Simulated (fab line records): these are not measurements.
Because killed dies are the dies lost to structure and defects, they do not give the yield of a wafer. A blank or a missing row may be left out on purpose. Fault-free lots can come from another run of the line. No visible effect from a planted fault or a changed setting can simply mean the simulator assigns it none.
fab line records	flow n5_finfet
[record] lots = 9	wafers = 27	last_day = 18
route steps=1938 shown MOL_CONTACT_COAG@527 BEOL_M4@1111
lots that met no fault: taken from a fault-free run of the same line
start_h: hours from the record's opening day to when the first of the lot's shown wafers began	wait_h: hours since the lot's step before	" same as the row above	L1.1+2: one row covering several wafers at once	- no value present, or no start provided	* or withheld: withheld	< > ~ a bound
route shown NAME@n: names a module that has steps shown in the file, with the first one's number in the route	usual: the fault-free wafers' mean and standard deviation	same: alike in all rows	chamber/n: place in a boat	sites: per-site readings	_std_site: how widely they spread, as a standard deviation	_edge_site: the outer-site mean with the inner-site mean subtracted	radius_mm: how far each site lies from the wafer's centre	mask NAME#n: copy n	behind: the most recent tool/chamber to have shaped the wafer	hold: cause of the lot's hold/its duration in hours/its outcome	device: the n, p or np transistor that did not switch	end of line: the route-end tests of the same wafers	for a step that has no rows: nothing shown but its recipe	killed: dies that structure and defects cost at the first sort, which is not the same as the wafer's yield	map: a wafer's dies, x killed, . not, _ none there
set.NAME: the setting as run; set.NAME@STEP: as run at that earlier step	model.NAME: the simulator's own value behind a step, which no gauge read
a sample of lots followed through the steps of the route, with each step as a table and each wafer as a row
services: when a tool's chamber went out of use (start_h, in hours from the record's first day, below 0 if earlier), for how many hours, and the reason
[[steps]]
[step N5_MOL_CONTACT_COAG_OVL_MEAS_09]
[recipe] points_per_wafer = 522
[usual] CA_OVL = -0.9/0.71
lot.wafer	tool	chamber	start_h	wait_h	CA_OVL[nm]
L973.2	overlay-02	0	90.52	0.0	0.1
L973.3	"	0	"	"	-0.8
L973.6	"	0	"	"	-0.1
L978.1	overlay-01	0	117.23	0.0	-0.9
L978.2	"	0	"	"	-1.0
L978.5	"	0	"	"	-0.6
L979.1	overlay-01	0	125.45	0.0	-0.5
L979.4	"	0	"	"	-0.1
L979.5	"	0	"	"	0.0
L981.1	overlay-02	0	136.47	0.0	-2.5
L981.2	"	0	"	"	-2.0
L981.4	"	0	"	"	-1.3
L986.3	overlay-01	0	165.45	0.0	-1.7
L986.4	"	0	"	"	-1.8
L986.5	"	0	"	"	-0.6
L990.3	overlay-01	0	194.60	0.0	-0.8
L990.5	"	0	"	"	-0.9
L990.6	"	0	"	"	0.3
L992.2	overlay-01	0	202.12	0.0	-0.6
L992.4	"	0	"	"	-1.3
L992.6	"	0	"	"	-1.4
L993.3	overlay-01	0	212.88	0.0	-1.3
L993.5	"	0	"	"	-0.7
L993.6	"	0	"	"	-0.3
L994.1	overlay-01	0	217.20	0.0	-1.2
L994.3	"	0	"	"	0.1
L994.6	"	0	"	"	-1.9
[step N5_MOL_CONTACT_COAG_SPUTTER_143]
[recipe] material = Co	target_thk_a = 25	temp_c = 25	chamber_pressure_pa = 0.2
[usual] chamber_pressure_pa = 0.2000/0.00043	throttle_valve_pct = 30.1/0.77
lot.wafer	tool	chamber	start_h	wait_h	chamber_pressure_pa	throttle_valve_pct
L973.2	pvd_sputter-01	-	93.71	0.0	0.2002	29.2
L973.3	"	-	"	"	0.2004	30.6
L973.6	"	-	"	"	0.2002	30.7
L978.1	pvd_sputter-02	-	120.44	0.0	0.2000	29.6
L978.2	"	-	"	"	0.2000	30.7
L978.5	"	-	"	"	0.2003	29.4
L979.1	pvd_sputter-02	-	129.66	0.0	0.1994	29.6
L979.4	"	-	"	"	0.2004	29.9
L979.5	"	-	"	"	0.2000	30.8
L981.1	pvd_sputter-01	-	139.46	0.0	0.2007	31.1
L981.2	"	-	"	"	0.2002	30.6
L981.4	"	-	"	"	0.1997	30.6
L986.3	pvd_sputter-03	-	167.36	0.0	0.2000	29.2
L986.4	"	-	"	"	0.1998	30.9
L986.5	"	-	"	"	0.2004	28.8
L990.3	pvd_sputter-03	-	198.37	0.0	0.2000	31.0
L990.5	"	-	"	"	0.2000	29.4
L990.6	"	-	"	"	0.2001	31.1
L992.2	pvd_sputter-03	-	205.00	0.0	0.1999	29.0
L992.4	"	-	"	"	0.1983	29.8
L992.6	"	-	"	"	0.1997	28.6
L993.3	pvd_sputter-03	-	217.01	0.0	0.1997	29.5
L993.5	"	-	"	"	0.2001	31.0
L993.6	"	-	"	"	0.2008	30.0
L994.1	pvd_sputter-03	-	220.39	0.0	0.2003	30.7
L994.3	"	-	"	"	0.2001	28.9
L994.6	"	-	"	"	0.1998	30.8
[step N5_MOL_CONTACT_COAG_PRE_CLEAN_142]
[recipe] gas = H2/He	time_s = 60	temp_c = 300
[usual] heater_power_w = 466/45
lot.wafer	tool	chamber	start_h	wait_h	heater_power_w
L973.2	pvd_sputter-03	-	97.08	2.3	439
L973.3	"	-	"	"	500
L973.6	"	-	"	"	424
L978.1	pvd_sputter-02	-	123.70	2.4	555
L978.2	"	-	"	"	450
L978.5	"	-	"	"	531
L979.1	pvd_sputter-03	-	132.91	2.4	432
L979.4	"	-	"	"	496
L979.5	"	-	"	"	510
L981.1	pvd_sputter-03	-	142.07	1.7	422
L981.2	"	-	"	"	435
L981.4	"	-	"	"	524
L986.3	pvd_sputter-02	-	169.73	1.1	460
L986.4	"	-	"	"	540
L986.5	"	-	"	"	449
L990.3	pvd_sputter-01	-	200.59	1.0	383
L990.5	"	-	"	"	395
L990.6	"	-	"	"	495
L992.2	pvd_sputter-03	-	208.00	2.0	430
L992.4	"	-	"	"	408
L992.6	"	-	"	"	494
L993.3	pvd_sputter-03	-	219.57	1.4	518
L993.5	"	-	"	"	495
L993.6	"	-	"	"	513
L994.1	pvd_sputter-01	-	223.38	2.1	384
L994.3	"	-	"	"	480
L994.6	"	-	"	"	484
[step N5_MOL_CONTACT_COAG_ALD_123]
[recipe] material = SiNx	target_thk_a = 50	temp_c = 400	ald_precursor_family = SiH2I2	ald_co_reactant = N2/H2-plasma	pulse_time_s = 1	purge_time_s = 2	co_reactant_purge_time_s = 2	ald_cycles = 100	pressure_torr = 2
[usual] ald_cycles = 100/0	heater_power_w = 779/73	precursor_pulse_height_rel = 1.002/0.02
lot.wafer	tool	chamber	start_h	wait_h	ald_cycles	heater_power_w	precursor_pulse_height_rel
L973.2	ald_sin-04	2	100.08	0.0	100	759	0.980
L973.3	"	1	"	"	100	821	1.004
L973.6	"	3	"	"	100	796	0.966
L978.1	ald_sin-01	0	126.98	0.0	100	697	1.017
L978.2	"	3	"	"	100	911	1.011
L978.5	"	2	"	"	100	887	1.014
L979.1	ald_sin-01	3	136.20	0.2	100	899	1.030
L979.4	"	2	"	"	100	892	1.017
L979.5	"	3	"	"	100	908	0.977
L981.1	ald_sin-04	2	145.12	0.1	100	745	0.985
L981.2	"	3	"	"	100	795	0.995
L981.4	"	0	"	"	100	642	0.980
L986.3	ald_sin-02	2	172.69	0.0	100	730	1.019
L986.4	"	0	"	"	100	781	0.980
L986.5	"	2	"	"	100	731	0.988
L990.3	ald_sin-02	2	203.88	0.4	100	717	1.011
L990.5	"	2	"	"	100	718	1.029
L990.6	"	3	"	"	100	766	0.978
L992.2	ald_sin-01	2	211.49	0.6	100	878	1.028
L992.4	"	0	"	"	53	716	0.985
L992.6	"	3	"	"	100	885	1.014
L993.3	ald_sin-04	1	222.54	0.0	100	813	0.975
L993.5	"	0	"	"	100	651	0.987
L993.6	"	3	"	"	100	771	0.985
L994.1	ald_sin-01	2	226.34	0.0	100	883	0.994
L994.3	"	1	"	"	53	843	1.013
L994.6	"	1	"	"	100	836	0.970
[step N5_MOL_CONTACT_COAG_ETCH_124]
[recipe] chemistry = CH3F/O2	target = SiNx	target_depth_a = 65	mask_material = SOC	stop_on = SiOC	over_etch_frac = 0.3	ion_energy_ev = 120	pressure_mtorr = 30	source_w = 395	bias_w = 73	Ar_flow_sccm = 150	CH3F_flow_sccm = 30	O2_flow_sccm = 20	ends = end_point
[usual] drypump_motor_current_A = 5.8/0.47	oes_product_au = 0.70/0.074	rf_vpp_V = 299/5.3	showerhead_plenum_p_Torr = 2.01/0.065	throttle_valve_pct = 16.21/0.23
lot.wafer	tool	chamber	start_h	wait_h	drypump_motor_current_A	oes_product_au	rf_hours_counter_h	rf_vpp_V	showerhead_plenum_p_Torr	throttle_valve_pct
L973.2	rie_diel-05	0	103.36	0.0	5.8	0.83	2	293	1.96	16.02
L973.3	"	1	"	"	5.6	0.76	19	296	1.95	16.17
L973.6	"	2	"	"	6.5	0.62	-	293	2.07	16.66
L978.1	rie_diel-04	1	130.17	0.0	5.4	0.78	18	303	2.04	16.05
L978.2	"	3	"	"	6.5	0.63	180	299	2.06	16.29
L978.5	"	1	"	"	5.4	0.78	-	300	2.04	16.04
L979.1	rie_diel-05	0	139.29	0.0	5.8	0.80	12	295	1.95	16.03
L979.4	"	3	"	"	5.2	0.77	21	299	2.13	16.13
L979.5	"	1	"	"	5.7	0.75	-	297	1.95	16.22
L981.1	rie_diel-05	1	148.23	0.0	5.6	0.74	36	298	1.95	16.23
L981.2	"	0	"	"	5.8	0.79	15	293	1.95	16.08
L981.4	"	3	"	"	5.2	0.77	24	300	2.13	16.15
L986.3	rie_diel-05	0	175.75	0.0	5.7	0.77	24	294	1.95	16.09
L986.4	"	3	"	"	5.2	0.75	33	300	2.13	16.18
L986.5	"	1	"	"	5.6	0.73	-	297	1.95	16.23
L990.3	rie_diel-02	3	207.55	0.0	5.7	0.75	26	309	2.04	15.91
L990.5	"	2	"	"	6.2	0.69	-	289	2.09	16.03
L990.6	"	1	"	"	5.2	0.72	-	298	2.02	16.16
L992.2	rie_diel-02	0	214.32	0.0	5.8	0.61	204	307	1.90	16.35
L992.4	"	3	"	"	5.7	0.56	28	307	2.04	15.90
L992.6	"	1	"	"	5.2	0.72	-	297	2.02	16.15
L993.3	rie_diel-04	1	225.41	0.0	5.3	0.73	54	301	2.03	16.14
L993.5	"	1	"	"	5.4	0.73	-	302	2.03	16.10
L993.6	"	0	"	"	5.2	0.77	-	308	1.96	15.73
L994.1	rie_diel-04	0	229.32	0.0	5.2	0.77	13	309	1.95	15.72
L994.3	"	3	"	"	6.5	0.45	221	298	2.05	16.38
L994.6	"	1	"	"	5.4	0.72	-	302	2.03	16.14
[step N5_BEOL_M4_RC_MEAS_101]
[usual] DIBL_N = 36.2/1.6	DIBL_P = 36.5/1.9	IOFF_N = 0.158/0.027	IOFF_P = 0.21/0.038	ION_N = 675/12	ION_P = 464/8.9	SS_N = 71.5/0.61	SS_P = 73.4/0.59	VT_N = 250.4/3	VT_P = -250/3.6
lot.wafer	tool	chamber	start_h	wait_h	DIBL_N[mV/V]	DIBL_P[mV/V]	IOFF_N[nA/um]	IOFF_P[nA/um]	ION_N[uA/um]	ION_P[uA/um]	SS_N[mV/dec]	SS_P[mV/dec]	VT_N[mV]	VT_P[mV]
L973.2	prober-02	0	167.34	0.2	34.3	35.5	0.138	0.19	668	457	70.9	72.3	252.3	-251
L973.3	"	0	"	"	36.1	38.0	0.161	0.24	682	466	71.5	72.9	252.3	-251
L973.6	"	0	"	"	36.9	38.7	0.184	0.25	688	465	72.0	73.2	249.9	-246
L978.1	prober-02	0	192.78	0.0	37.8	36.5	0.156	0.20	672	455	70.3	73.7	252.7	-250
L978.2	"	0	"	"	37.4	37.5	0.165	0.21	676	462	71.3	73.5	248.5	-248
L978.5	"	0	"	"	35.7	34.7	0.122	0.17	653	452	70.5	72.9	254.3	-253
L979.1	prober-01	0	202.49	0.0	37.8	37.8	0.168	0.21	684	461	72.0	73.6	253.7	-250
L979.4	"	0	"	"	38.4	38.4	0.180	0.22	689	461	71.5	74.4	249.0	-250
L979.5	"	0	"	"	39.3	39.3	0.192	0.24	680	463	71.3	74.3	251.1	-253
L981.1	prober-01	0	212.54	0.0	37.5	36.6	0.156	0.18	666	452	71.0	73.1	250.0	-257
L981.2	"	0	"	"	39.8	38.7	0.211	0.21	682	453	72.3	73.9	246.5	-255
L981.4	"	0	"	"	36.0	34.4	0.128	0.16	651	437	71.1	73.0	256.1	-259
L986.3	prober-02	0	249.91	0.3	36.5	35.8	0.149	0.23	669	466	72.0	73.0	250.0	-248
L986.4	"	0	"	"	35.6	35.8	0.133	0.24	668	473	71.4	73.2	252.2	-245
L986.5	"	0	"	"	36.6	36.3	0.158	0.24	687	477	71.9	73.9	248.9	-247
L992.2	prober-01	0	276.87	0.2	37.6	39.8	0.205	0.24	676	460	72.9	74.1	246.6	-249
L992.4	"	0	"	"	35.3	38.0	0.153	0.21	669	462	71.9	74.0	252.0	-251
L992.6	"	0	"	"	34.3	36.5	0.132	0.18	658	459	71.9	73.4	253.2	-253
L990.3	prober-01	0	279.92	0.3	36.6	37.1	0.172	0.21	666	463	72.4	72.5	249.4	-252
L990.5	"	0	"	"	37.2	37.6	0.176	0.22	669	458	72.7	74.3	250.6	-252
L990.6	"	0	"	"	35.2	36.7	0.142	0.20	673	462	71.5	73.6	252.4	-253
L994.1	prober-02	0	302.58	0.0	35.7	35.7	0.158	0.18	677	459	71.2	72.7	248.8	-254
L994.3	"	0	"	"	36.8	38.1	0.175	0.23	666	457	71.6	73.8	247.5	-250
L994.6	"	0	"	"	35.6	36.5	0.165	0.20	677	468	71.4	72.8	248.2	-251
L993.3	prober-02	0	307.86	0.3	38.4	36.8	0.179	0.26	673	468	72.1	73.3	249.6	-247
L993.5	"	0	"	"	37.6	36.5	0.163	0.25	666	467	72.0	74.1	249.4	-247
L993.6	"	0	"	"	37.1	35.7	0.161	0.22	658	457	72.8	73.2	253.0	-247
[[services]]
tool	chamber	start_h	hours	kind
rie_diel-05	0	81.23	-	clean
rie_diel-05	0	81.23	-	consumable_replace:focus_ring
rie_diel-05	0	81.23	18.0	scheduled_down
rie_diel-05	0	81.23	18.0	vent_cycle
ald_sin-02	-	85.25	14.0	pm
ald_sin-01	1	92.58	4.3	repair
rie_diel-02	-	93.56	0.3	repair
pvd_sputter-02	-	97.81	1.0	repair
pvd_sputter-03	-	102.99	3.6	repair
ald_sin-04	-	112.99	6.1	pm
pvd_sputter-02	-	151.48	2.4	repair
rie_diel-04	2	165.46	6.9	repair
ald_sin-01	-	178.05	14.0	pm
ald_sin-01	0	178.05	14.0	vent_cycle
ald_sin-01	1	178.05	14.0	vent_cycle
ald_sin-01	2	178.05	14.0	vent_cycle
ald_sin-01	3	178.05	14.0	vent_cycle
ald_sin-01	0	192.05	-	clean
ald_sin-01	1	192.05	-	clean
ald_sin-04	-	210.37	2.8	pm
rie_diel-04	0	212.51	4.9	repair
rie_diel-04	2	214.43	1.4	repair
ald_sin-04	-	219.39	0.8	repair
ald_sin-01	2	226.88	7.2	repair
[[key]]
[first_sign] step = N5_MOL_CONTACT_COAG_ALD_123	reading = ald_cycles	direction = down	sigmas = 99+	usual = *	struck = *
[effect] step = N5_MOL_CONTACT_COAG_ETCH_124	reading = oes_product_au	direction = down	sigmas = 2.6	usual = 0.70	struck = 0.50
met_at N5_MOL_CONTACT_COAG_ALD_123
struck_lots L992,L994
struck_wafers L992.4,L994.3
not_acting_at N5_MOL_CONTACT_COAG_OVL_MEAS_09,N5_MOL_CONTACT_COAG_SPUTTER_143,N5_MOL_CONTACT_COAG_PRE_CLEAN_142
onset_between 136.20 211.49
[fault] kind = process_parameter_drift	tool = ald_sin-01	chamber = -	onset_h = 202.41	steps = N5_MOL_CONTACT_COAG_ALD_123	channel = ald_cycles	offset = *	shape = step	end_h = 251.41	scope = struck_wafers_only	acts_in = *	stated = *
